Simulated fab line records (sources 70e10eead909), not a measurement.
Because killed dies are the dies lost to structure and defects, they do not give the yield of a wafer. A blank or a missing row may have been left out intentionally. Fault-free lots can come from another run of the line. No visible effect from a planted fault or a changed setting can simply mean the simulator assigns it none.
Which tool was responsible? || flow nandHarc || 13 lots, 39 wafers sampled, at 5 steps of a route of 1302

WHAT EACH GAUGE READ, for each wafer
NHARC_P_M1_INSPECT_27.
{"lot": "L939", "measured": "day 6 07:28", "on": "defectInspect-01", "rawDefectCount": "506 313 391"}
{"lot": "L944", "measured": "day 8 08:11", "on": "defectInspect-01", "rawDefectCount": "549 413 278"}
{"lot": "L945", "measured": "day 8 21:13", "on": "defectInspect-01", "rawDefectCount": "390 282 382"}
{"lot": "L946", "measured": "day 9 10:16", "on": "defectInspect-01", "rawDefectCount": "436 342 273"}
{"lot": "L947", "measured": "day 9 19:16", "on": "defectInspect-01", "rawDefectCount": "206 118 124"}
{"lot": "L950", "measured": "day 10 22:53", "on": "defectInspect-01", "rawDefectCount": "206 205 159"}
{"lot": "L951", "measured": "day 11 05:33", "on": "defectInspect-02", "rawDefectCount": "281 645 273"}
{"lot": "L956", "measured": "day 13 10:44", "on": "defectInspect-02", "rawDefectCount": "442 383 249"}
{"lot": "L957", "measured": "day 14 06:18", "on": "defectInspect-02", "rawDefectCount": "405 320 252"}
{"lot": "L958", "measured": "day 14 11:01", "on": "defectInspect-01", "rawDefectCount": "458 303 335"}
{"lot": "L959", "measured": "day 14 16:49", "on": "defectInspect-01", "rawDefectCount": "341 307 176"}
{"lot": "L960", "measured": "day 14 21:13", "on": "defectInspect-01", "rawDefectCount": "268 544 165"}
{"lot": "L961", "measured": "day 15 11:37", "on": "defectInspect-02", "rawDefectCount": "162 227 312"}

NHARC_END_SORT_01.
{"lot": "L939", "measured": "day 24 14:13", "on": "prober-02", "defectLimitedYield (%)": "90 89 89", "killedAtArray": "58 60 63", "killedAtOther": "2 2 2", "killedAtPeriphery": "9 10 11", "killedDies": "69 72 76", "killedOpen": "4 3 5", "killedShort": "3 0 0"}
{"lot": "L944", "measured": "day 26 06:44", "on": "prober-02", "defectLimitedYield (%)": "90 92 91", "killedAtArray": "61 52 55", "killedAtOther": "4 1 2", "killedAtPeriphery": "1 0 3", "killedDies": "66 53 60", "killedOpen": "4 6 4", "killedShort": "5 0 2"}
{"lot": "L945", "measured": "day 26 23:45", "on": "prober-01", "defectLimitedYield (%)": "90 89 89", "killedAtArray": "65 72 70", "killedAtOther": "0 0 1", "killedAtPeriphery": "4 0 1", "killedDies": "69 72 72", "killedOpen": "2 1 1", "killedShort": "2 1 1"}
{"lot": "L946", "measured": "day 27 06:13", "on": "prober-02", "defectLimitedYield (%)": "87 90 88", "killedAtArray": "84 62 75", "killedAtOther": "1 0 5", "killedAtPeriphery": "0 4 4", "killedDies": "85 66 84", "killedOpen": "5 4 1", "killedShort": "3 2 5"}
{"lot": "L947", "measured": "day 27 06:42", "on": "prober-01", "defectLimitedYield (%)": "87 0 88", "killedAtArray": "72 63 75", "killedAtOther": "5 0 0", "killedAtPeriphery": "8 614 6", "killedDies": "85 677 81", "killedOpen": "6 1 5", "killedShort": "3 2 6"}
{"lot": "L950", "measured": "day 29 02:29", "on": "prober-02", "defectLimitedYield (%)": "0 87 89", "killedAtArray": "72 79 66", "killedAtOther": "3 2 4", "killedAtPeriphery": "602 5 5", "killedDies": "677 86 75", "killedOpen": "0 5 3", "killedShort": "0 1 2"}
{"lot": "L951", "measured": "day 29 12:43", "on": "prober-01", "defectLimitedYield (%)": "89 91 90", "killedAtArray": "68 52 65", "killedAtOther": "0 3 1", "killedAtPeriphery": "8 6 2", "killedDies": "76 61 68", "killedOpen": "4 4 2", "killedShort": "1 1 3"}
{"lot": "L956", "measured": "day 31 04:32", "on": "prober-02", "defectLimitedYield (%)": "88 89 86", "killedAtArray": "81 72 88", "killedAtOther": "1 0 1", "killedAtPeriphery": "2 5 4", "killedDies": "84 77 93", "killedOpen": "6 2 3", "killedShort": "0 2 3"}
{"lot": "L957", "measured": "day 32 23:27", "on": "prober-02", "defectLimitedYield (%)": "91 91 91", "killedAtArray": "43 49 44", "killedAtOther": "2 3 2", "killedAtPeriphery": "13 12 12", "killedDies": "58 64 58", "killedOpen": "6 2 4", "killedShort": "3 1 0"}
{"lot": "L958", "measured": "day 32 19:46", "on": "prober-01", "defectLimitedYield (%)": "92 91 90", "killedAtArray": "54 58 64", "killedAtOther": "1 0 0", "killedAtPeriphery": "0 6 3", "killedDies": "55 64 67", "killedOpen": "3 2 3", "killedShort": "2 3 4"}
{"lot": "L959", "measured": "day 32 09:47", "on": "prober-01", "defectLimitedYield (%)": "91 93 93", "killedAtArray": "53 45 44", "killedAtOther": "0 1 0", "killedAtPeriphery": "6 3 4", "killedDies": "59 49 48", "killedOpen": "5 11 3", "killedShort": "4 2 4"}
{"lot": "L960", "measured": "day 33 03:04", "on": "prober-01", "defectLimitedYield (%)": "93 92 92", "killedAtArray": "50 54 48", "killedAtOther": "0 1 1", "killedAtPeriphery": "0 2 2", "killedDies": "50 57 51", "killedOpen": "1 4 2", "killedShort": "3 2 0"}
{"lot": "L961", "measured": "day 33 08:40", "on": "prober-02", "defectLimitedYield (%)": "93 92 92", "killedAtArray": "44 49 55", "killedAtOther": "0 1 0", "killedAtPeriphery": "2 2 2", "killedDies": "46 52 57", "killedOpen": "3 1 4", "killedShort": "2 0 7"}

WHAT TOOL EACH LOT RAN ON (gives the tool, then ch and the chambers of the sampled wafers, and finally the start)
{"lot": "L939", "NHARC_P_M1_CMP_23": "cmp-02 ch 0,3, day 6 07:00", "NHARC_P_M1_DEP_33": "pecvd-04 ch 0,1,2, day 6 07:45", "NHARC_P_M2_ETCH_28": "rieDiel-07 ch 2,3, day 6 09:34"}
{"lot": "L944", "NHARC_P_M1_CMP_23": "cmp-01 ch 0,1,2, day 8 07:44", "NHARC_P_M1_DEP_33": "pecvd-01 ch 0, day 8 08:26", "NHARC_P_M2_ETCH_28": "rieDiel-02 ch 1,2, day 8 10:49"}
{"lot": "L945", "NHARC_P_M1_CMP_23": "cmp-04 ch 1,2,3, day 8 20:48", "NHARC_P_M1_DEP_33": "pecvd-04 ch 0,1,2, day 8 21:22", "NHARC_P_M2_ETCH_28": "rieDiel-07 ch 0,3, day 8 23:34"}
{"lot": "L946", "NHARC_P_M1_CMP_23": "cmp-02 ch 0,1,2, day 9 09:51", "NHARC_P_M1_DEP_33": "pecvd-02 ch 0,1, day 9 10:28", "NHARC_P_M2_ETCH_28": "rieDiel-07 ch 0,3, day 9 12:28"}
{"lot": "L947", "NHARC_P_M1_CMP_23": "cmp-01 ch 0,1, day 9 18:47", "NHARC_P_M1_DEP_33": "pecvd-01 ch 1,2, day 9 19:31", "NHARC_P_M2_ETCH_28": "rieDiel-07 ch 0,2,3, day 9 21:47"}
{"lot": "L950", "NHARC_P_M1_CMP_23": "cmp-02 ch 0,2, day 10 22:27", "NHARC_P_M1_DEP_33": "pecvd-04 ch 1,2, day 10 23:05", "NHARC_P_M2_ETCH_28": "rieDiel-07 ch 0,2, day 11 01:08"}
{"lot": "L951", "NHARC_P_M1_CMP_23": "cmp-01 ch 0,3, day 11 05:07", "NHARC_P_M1_DEP_33": "pecvd-02 ch 1,2, day 11 05:44", "NHARC_P_M2_ETCH_28": "rieDiel-02 ch 0,3, day 11 07:46"}
{"lot": "L956", "NHARC_P_M1_CMP_23": "cmp-02 ch 0,1,2, day 13 10:18", "NHARC_P_M1_DEP_33": "pecvd-04 ch 0,1, day 13 10:53", "NHARC_P_M2_ETCH_28": "rieDiel-06 ch 0,2,3, day 13 12:56"}
{"lot": "L957", "NHARC_P_M1_CMP_23": "cmp-04 ch 0,1,3, day 14 05:53", "NHARC_P_M1_DEP_33": "pecvd-04 ch 0,1,2, day 14 06:34", "NHARC_P_M2_ETCH_28": "rieDiel-07 ch 0,1,2, day 14 08:23"}
{"lot": "L958", "NHARC_P_M1_CMP_23": "cmp-01 ch 0,1,2, day 14 10:33", "NHARC_P_M1_DEP_33": "pecvd-04 ch 1,2, day 14 11:49", "NHARC_P_M2_ETCH_28": "rieDiel-06 ch 0,2,3, day 14 13:47"}
{"lot": "L959", "NHARC_P_M1_CMP_23": "cmp-02 ch 0,1,3, day 14 16:20", "NHARC_P_M1_DEP_33": "pecvd-01 ch 0,1,2, day 14 17:00", "NHARC_P_M2_ETCH_28": "rieDiel-06 ch 1,3, day 14 19:02"}
{"lot": "L960", "NHARC_P_M1_CMP_23": "cmp-01 ch 0,1,2, day 14 20:44", "NHARC_P_M1_DEP_33": "pecvd-01 ch 0,1, day 14 21:24", "NHARC_P_M2_ETCH_28": "rieDiel-07 ch 0,1,3, day 14 23:25"}
{"lot": "L961", "NHARC_P_M1_CMP_23": "cmp-02 ch 1,3, day 15 11:10", "NHARC_P_M1_DEP_33": "pecvd-02 ch 1,2, day 15 11:48", "NHARC_P_M2_ETCH_28": "rieDiel-06 ch 1,2, day 15 13:44"}
- NHARC_P_M1_CMP_23: polishes, t overpolish 20 s, target thk 157.82 nm.
- NHARC_P_M1_DEP_33: deposits SiCN, target thk 30 nm.
- NHARC_P_M2_ETCH_28: etches the open film in CF4/N2, target depth 30 nm, time 72.99 s.

WHAT THE TOOLS THEMSELVES READ (means of the sampled wafers that have a number; where no wafer has one, the mark that the record gives instead)
NHARC_P_M1_CMP_23.
{"lot": "L939", "tool": "cmp-02", "motorCurrentA (A)": 11.7, "timeToEndpointS (s)": 24}
{"lot": "L944", "tool": "cmp-01", "motorCurrentA (A)": 12.5, "timeToEndpointS (s)": 29}
{"lot": "L945", "tool": "cmp-04", "motorCurrentA (A)": 11.5, "timeToEndpointS (s)": 28}
{"lot": "L946", "tool": "cmp-02", "motorCurrentA (A)": 11.6, "timeToEndpointS (s)": 30}
{"lot": "L947", "tool": "cmp-01", "motorCurrentA (A)": 13.2, "timeToEndpointS (s)": 32}
{"lot": "L950", "tool": "cmp-02", "motorCurrentA (A)": 11.0, "timeToEndpointS (s)": 26}
{"lot": "L951", "tool": "cmp-01", "motorCurrentA (A)": 10.6, "timeToEndpointS (s)": 25}
{"lot": "L956", "tool": "cmp-02", "motorCurrentA (A)": 11.9, "timeToEndpointS (s)": 28}
{"lot": "L957", "tool": "cmp-04", "motorCurrentA (A)": 11.9, "timeToEndpointS (s)": 31}
{"lot": "L958", "tool": "cmp-01", "motorCurrentA (A)": 12.5, "timeToEndpointS (s)": 31}
{"lot": "L959", "tool": "cmp-02", "motorCurrentA (A)": 11.8, "timeToEndpointS (s)": 27}
{"lot": "L960", "tool": "cmp-01", "motorCurrentA (A)": 12.5, "timeToEndpointS (s)": 31}
{"lot": "L961", "tool": "cmp-02", "motorCurrentA (A)": 12.6, "timeToEndpointS (s)": 24}

NHARC_P_M1_DEP_33.
{"lot": "L939", "tool": "pecvd-04", "heaterPowerW (W)": 535, "showerheadVppV (V)": 1317}
{"lot": "L944", "tool": "pecvd-01", "heaterPowerW (W)": 456, "showerheadVppV (V)": 1334}
{"lot": "L945", "tool": "pecvd-04", "heaterPowerW (W)": 538, "showerheadVppV (V)": 1326}
{"lot": "L946", "tool": "pecvd-02", "heaterPowerW (W)": 567, "showerheadVppV (V)": 1258}
{"lot": "L947", "tool": "pecvd-01", "heaterPowerW (W)": 665, "showerheadVppV (V)": 1311}
{"lot": "L950", "tool": "pecvd-04", "heaterPowerW (W)": 549, "showerheadVppV (V)": 1294}
{"lot": "L951", "tool": "pecvd-02", "heaterPowerW (W)": 590, "showerheadVppV (V)": 1324}
{"lot": "L956", "tool": "pecvd-04", "heaterPowerW (W)": 473, "showerheadVppV (V)": 1364}
{"lot": "L957", "tool": "pecvd-04", "heaterPowerW (W)": 471, "showerheadVppV (V)": 1330}
{"lot": "L958", "tool": "pecvd-04", "heaterPowerW (W)": 505, "showerheadVppV (V)": 1307}
{"lot": "L959", "tool": "pecvd-01", "heaterPowerW (W)": 568, "showerheadVppV (V)": 1314}
{"lot": "L960", "tool": "pecvd-01", "heaterPowerW (W)": 621, "showerheadVppV (V)": 1324}
{"lot": "L961", "tool": "pecvd-02", "heaterPowerW (W)": 569, "showerheadVppV (V)": 1277}

NHARC_P_M2_ETCH_28.
{"lot": "L939", "tool": "rieDiel-07", "drypumpMotorCurrentA (A)": 6.2, "n2FlowSccm (sccm)": 99.7, "oesProductAu (a.u.)": 0.980, "rfVppV (V)": 315.0, "runLengthS (s)": 94.0, "showerheadPlenumPTorr (Torr)": 2.70, "throttleValvePct (%)": 19.794}
{"lot": "L944", "tool": "rieDiel-02", "drypumpMotorCurrentA (A)": 5.9, "n2FlowSccm (sccm)": 100.2, "oesProductAu (a.u.)": 1.011, "rfVppV (V)": 315.8, "runLengthS (s)": 94.1, "showerheadPlenumPTorr (Torr)": 2.71, "throttleValvePct (%)": 19.797}
{"lot": "L945", "tool": "rieDiel-07", "drypumpMotorCurrentA (A)": 6.0, "n2FlowSccm (sccm)": 99.8, "oesProductAu (a.u.)": 0.989, "rfVppV (V)": 315.4, "runLengthS (s)": 94.2, "showerheadPlenumPTorr (Torr)": 2.64, "throttleValvePct (%)": 19.795}
{"lot": "L946", "tool": "rieDiel-07", "drypumpMotorCurrentA (A)": 6.0, "n2FlowSccm (sccm)": 100.0, "oesProductAu (a.u.)": 0.997, "rfVppV (V)": 315.0, "runLengthS (s)": 94.3, "showerheadPlenumPTorr (Torr)": 2.64, "throttleValvePct (%)": 19.793}
{"lot": "L947", "tool": "rieDiel-07", "drypumpMotorCurrentA (A)": 5.9, "n2FlowSccm (sccm)": 100.1, "oesProductAu (a.u.)": 0.994, "rfVppV (V)": 314.5, "runLengthS (s)": 84.9, "showerheadPlenumPTorr (Torr)": 2.68, "throttleValvePct (%)": 19.795}
{"lot": "L950", "tool": "rieDiel-07", "drypumpMotorCurrentA (A)": 5.8, "n2FlowSccm (sccm)": 99.9, "oesProductAu (a.u.)": 0.985, "rfVppV (V)": 316.2, "runLengthS (s)": 84.9, "showerheadPlenumPTorr (Torr)": 2.72, "throttleValvePct (%)": 19.792}
{"lot": "L951", "tool": "rieDiel-02", "drypumpMotorCurrentA (A)": 5.3, "n2FlowSccm (sccm)": 99.4, "oesProductAu (a.u.)": 1.008, "rfVppV (V)": 313.6, "runLengthS (s)": 94.4, "showerheadPlenumPTorr (Torr)": 2.56, "throttleValvePct (%)": 19.792}
{"lot": "L956", "tool": "rieDiel-06", "drypumpMotorCurrentA (A)": 6.1, "n2FlowSccm (sccm)": 100.1, "oesProductAu (a.u.)": 0.995, "rfVppV (V)": 313.9, "runLengthS (s)": 94.7, "showerheadPlenumPTorr (Torr)": 2.64, "throttleValvePct (%)": 19.790}
{"lot": "L957", "tool": "rieDiel-07", "drypumpMotorCurrentA (A)": 5.4, "n2FlowSccm (sccm)": 100.1, "oesProductAu (a.u.)": 0.995, "rfVppV (V)": 314.5, "runLengthS (s)": 94.4, "showerheadPlenumPTorr (Torr)": 2.71, "throttleValvePct (%)": 19.793}
{"lot": "L958", "tool": "rieDiel-06", "drypumpMotorCurrentA (A)": 6.1, "n2FlowSccm (sccm)": 100.2, "oesProductAu (a.u.)": 0.979, "rfVppV (V)": 314.7, "runLengthS (s)": 94.6, "showerheadPlenumPTorr (Torr)": 2.64, "throttleValvePct (%)": 19.802}
{"lot": "L959", "tool": "rieDiel-06", "drypumpMotorCurrentA (A)": 5.7, "n2FlowSccm (sccm)": 100.4, "oesProductAu (a.u.)": 0.978, "rfVppV (V)": 315.6, "runLengthS (s)": 94.9, "showerheadPlenumPTorr (Torr)": 2.74, "throttleValvePct (%)": 19.787}
{"lot": "L960", "tool": "rieDiel-07", "drypumpMotorCurrentA (A)": 5.5, "n2FlowSccm (sccm)": 99.6, "oesProductAu (a.u.)": 0.995, "rfVppV (V)": 314.6, "runLengthS (s)": 94.6, "showerheadPlenumPTorr (Torr)": 2.67, "throttleValvePct (%)": 19.794}
{"lot": "L961", "tool": "rieDiel-06", "drypumpMotorCurrentA (A)": 5.9, "n2FlowSccm (sccm)": 99.5, "oesProductAu (a.u.)": 0.993, "rfVppV (V)": 315.1, "runLengthS (s)": 94.4, "showerheadPlenumPTorr (Torr)": 2.69, "throttleValvePct (%)": 19.789}

THE ANSWER, worked out from the rows above alone
Rule: the usual values come from the lots themselves. Put in order of their means at a reading, lots are off if they are a third of the lots or fewer, leave a main group of 4 or more, and stand apart from it by a gap of 3 or more times the standard deviation of the main group's means; of several such gaps the widest counts. A main group is skipped when, at the precision printed for the reading in the tables above, its means are all equal. Also off: a lot with no number at a reading for which 4 or more lots have one. Any other lot the step has rows for is counted as sound. Order of review: gauges by route order, followed by the tools' own readings, for which a lot's mean as printed above is used. At the first step where some lot is off, the reading lying furthest off is the one used; lots without a number count as furthest.
Off, at NHARC_END_SORT_01 on killedAtPeriphery: L947, L950. The main group has a mean of 4.3 with a standard deviation of 3.5.
A tool fits if, at a process step before that reading, it ran every lot that is off, and no sound lot after the first of them. Not tried: the gauges at NHARC_END_SORT_01; whatever is off there is also off at NHARC_P_M2_ETCH_28, on other tools, and gauge error can't account for it. Of those tried, none fits.

WHAT THE SIMULATOR HAD PUT IN
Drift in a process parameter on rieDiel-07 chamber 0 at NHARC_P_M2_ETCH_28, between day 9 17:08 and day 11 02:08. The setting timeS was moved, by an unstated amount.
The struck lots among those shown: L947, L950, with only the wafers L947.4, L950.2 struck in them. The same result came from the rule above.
